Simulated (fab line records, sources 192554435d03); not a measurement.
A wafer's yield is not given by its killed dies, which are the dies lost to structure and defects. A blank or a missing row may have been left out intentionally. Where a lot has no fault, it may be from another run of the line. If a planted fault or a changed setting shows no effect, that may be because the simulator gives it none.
A lot that was struck, set against a sound lot :: flow n5 finfet :: 41 steps out of a route of 1938
Sound: these wafers, L185.2, L185.3, L185.6. Wafers L194.1, L194.5, L194.6 were the ones struck. The cause comes at the end.
At each step with rows: each side's tool, then ch and its chambers, then its first start. Under that, the readings that differ: sound wafers :: struck wafers :: difference of the means :: sigmas: that difference in standard deviations of wafers without a fault.
alike: readings with means less than 2 such deviations apart, plus words and numbers identical on both sides. not compared: withheld readings, readings lacking a value on some wafer, bounds such as >300 that could conceal the same value, and numbers that have no deviation in the record and whose values overlap.
A row with sigmas, a row that says differs or no value, or rows on one side alone: a step with any of these is where the two part. Non-overlapping numbers with no deviation appear without sigmas and do not part them. A reading that every wafer of one side lacks parts them only if that side has two wafers or more.

first, 9 steps without rows for these wafers: N5_BEOL_M4_ANNEAL_95 (time 240 s); N5_BEOL_M4_SPUTTER_96 (material Cu, target thk 4.5 nm, time 8.29 s); N5_BEOL_M4_ECD_50 (material Cu, target thk 300 nm); N5_BEOL_M4_ANNEAL_51 (time 90 s); N5_BEOL_M4_CMP_52 (polishes, stops on SiOC, t overpolish 6.8 s, target thk 40 nm); N5_BEOL_M4_PRE_CLEAN_60 (time 15 s); N5_BEOL_M4_CO_CAP_55 (material Co, precursor CCTBA/H2, target thk 2 nm, time 102.1 s); N5_BEOL_M4_PRE_CLEAN_56 (time 15 s); N5_BEOL_M4_DEP_57 (deposits SiCN from 3MS/NH3, target thk 8 nm, time 14 s).
N5_BEOL_M4_RC_MEAS_101:
  sound on prober-02 ch 0, day 10 07:04; struck on prober-02 ch 0, day 12 15:35
  alike: DIBL_N, DIBL_P, IOFF_N, IOFF_P, ION_N, ION_P, SS_N, SS_P, VT_N, VT_P
then, 24 steps without rows for these wafers: N5_BEOL_M5_ILD_DEP_00 (deposits SiCOH lowk from DEMS/porogen, target thk 140.64 nm, time 25.9 s); N5_BEOL_M5_CURE_79 (cures SiCOH lowk, time 240 s); N5_BEOL_M5_PECVD_70 (deposits SiO2 from TEOS/O2, target thk 16 nm, time 18 s); N5_BEOL_M5_HM_DEP_02 (deposits TiN, target thk 20 nm); N5_BEOL_M5_COAT_59 (time 60 s, resist thk 60 nm); N5_BEOL_M5_COAT_60 (time 60 s, resist thk 12 nm); N5_BEOL_M5_COAT_71 (time 60 s, resist thk 5 nm); N5_BEOL_M5_COAT_05 (resist thk 30 nm); N5_BEOL_M5_EBR_07; N5_BEOL_M5_SOFTBAKE_06 (time 60 s); N5_BEOL_M5_EXPOSE_08 (exposes mask M5, target cd 28 nm); N5_BEOL_M5_PEB_09 (peb time 60 s); N5_BEOL_M5_DEVELOP_10 (develop time 30 s); N5_BEOL_M5_DESCUM_16 (chemistry O2, time 7 s); N5_BEOL_M5_ETCH_72 (etches underlayer in N2/H2, target depth 6.5 nm, time 5.2 s); N5_BEOL_M5_ETCH_61 (etches SiARC in CF4, target depth 15.6 nm, time 26 s); N5_BEOL_M5_ETCH_62 (etches SOC in N2/H2, target depth 75 nm, overetch 15 nm, time 112.5 s); N5_BEOL_M5_STRIP_63 (strips in N2/H2); N5_BEOL_M5_STRIP_73 (strips in N2/H2); N5_BEOL_M5_STRIP_64 (strips in CF4); N5_BEOL_M5_HM_OPEN_17 (chemistry Cl2/BCl3, target TiN, target depth 20 nm, overetch 6 nm); N5_BEOL_M5_STRIP_19 (strips in O2); N5_BEOL_M5_COAT_65 (time 60 s, resist thk 60 nm); N5_BEOL_M5_COAT_66 (time 60 s, resist thk 12 nm).
-- the record jumps here: 3 days lie between the struck wafers' starts before and after (it left off in module BEOL_M5 and takes up again in module BEOL_M11, whose first step shown is number 1556 of the route) --
N5_BEOL_M11_STRIP_67: strips in CF4.
  sound on rie diel-06 ch 1,2, day 12 20:14; struck on rie diel-06 ch 2,3, day 15 22:41
  no value came back on the struck wafers for any of 7 readings (bias power w (W), cf4 flow sccm (sccm) and others); on the sound wafers bias power w (W) reads 74.94 74.92 75.21
reading: model.SiARC_of_BEOL_M11_COAT_60.thk nm (nm)
sound: 0 0 0
struck: 23.6 23.8 23.8
difference: +23.7
sigmas: 
  not compared: rf hours counter h
N5_BEOL_M11_STRIP_19: strips in O2.
  sound on rie diel-01 ch 0,2, day 12 20:23; struck on rie diel-06 ch 0,1, day 15 22:56
reading: oes product au (a.u.)
sound: 0.76 0.69 0.69
struck: 0.84 0.84 0.85
difference: +0.13
sigmas: +2

reading: throttle valve pct (%)
sound: 16.83 17.06 17.05
struck: 16.17 16.79 16.17
difference: -0.60
sigmas: -3

reading: model.SOC_of_BEOL_M11_COAT_59.thk nm (nm)
sound: 0 0 0
struck: 92.2 92 92.4
difference: +92.2
sigmas: 
  alike: chamber pressure mTorr, drypump motor current A, rf vpp V, showerhead plenum p Torr
  not compared: rf hours counter h
N5_BEOL_M11_ETCH_66: etches SOC in N2/H2, target depth 120 nm, overetch 24 nm, time 180 s.
  sound on rie diel-06 ch 0,2,3, day 12 22:17; struck on rie diel-03 ch 1,2, day 15 23:31
reading: drypump motor current A (A)
sound: 6.6 6.0 6.0
struck: 5.0 5.1 5.0
difference: -1.2
sigmas: -2

reading: oes product au (a.u.)
sound: 0.70 0.60 0.58
struck: 0.78 0.76 0.79
difference: +0.15
sigmas: +3

reading: model.etch.depth nm (nm)
sound: 100.1 99.83 100.2
struck: 147.1 144.9 148.5
difference: +46.8
sigmas: 
  alike: rf vpp V, showerhead plenum p Torr, throttle valve pct
  not compared: rf hours counter h
N5_BEOL_M11_VIA_ETCH_34: etches SiCOH lowk in C4F6/O2, target depth 184.5 nm, time 69.2 s.
  sound on rie diel-06 ch 0,2,3, day 12 22:25; struck on rie diel-03 ch 1,2, day 15 23:38
reading: drypump motor current A (A)
sound: 6.6 6.0 5.9
struck: 5.0 5.1 5.0
difference: -1.1
sigmas: -2

reading: oes product au (a.u.)
sound: 0.86 0.73 0.72
struck: 0.29 0.29 0.29
difference: -0.48
sigmas: -7
  alike: rf vpp V, showerhead plenum p Torr, throttle valve pct
  not compared: rf hours counter h
N5_BEOL_M11_ETCH_41: etches SiCN in CH3F/O2, target depth 42.6 nm, time 86 s.
  sound: rie diel-06 ch 0,2,3; struck: rie diel-03 ch 1,2
reading: drypump motor current A (A)
sound: 6.6 6.0 5.9
struck: 5.0 5.1 5.0
difference: -1.1
sigmas: -2

reading: model.SiARC_of_BEOL_M11_COAT_60.thk nm (nm)
sound: 0 0 0
struck: 11.2 11.2 11.4
difference: +11.3
sigmas: 
  alike: oes product au, rf vpp V, showerhead plenum p Torr, throttle valve pct
  not compared: rf hours counter h
N5_BEOL_M11_OCD_MEAS_38:
  sound on ocd-01, day 12 22:42; struck on ocd-02, day 15 23:55
reading: trench depth nm (nm)
sound: 146 145 143
struck: - - -
difference: no value on the struck wafers
sigmas: 
N5_PASSIVATION_PROBE_49:
  only the struck wafers here have rows in the record (prober-02, day 17 23:10); the sound ones have none

## WHERE THEY PART
Last at N5_PASSIVATION_PROBE_49 as far as this record goes, first at N5_BEOL_M11_STRIP_67.

WHY: what had been put in by the simulator
Whole step skipped at N5_BEOL_M11_STRIP_67 on rie diel-06, starting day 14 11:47. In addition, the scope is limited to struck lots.
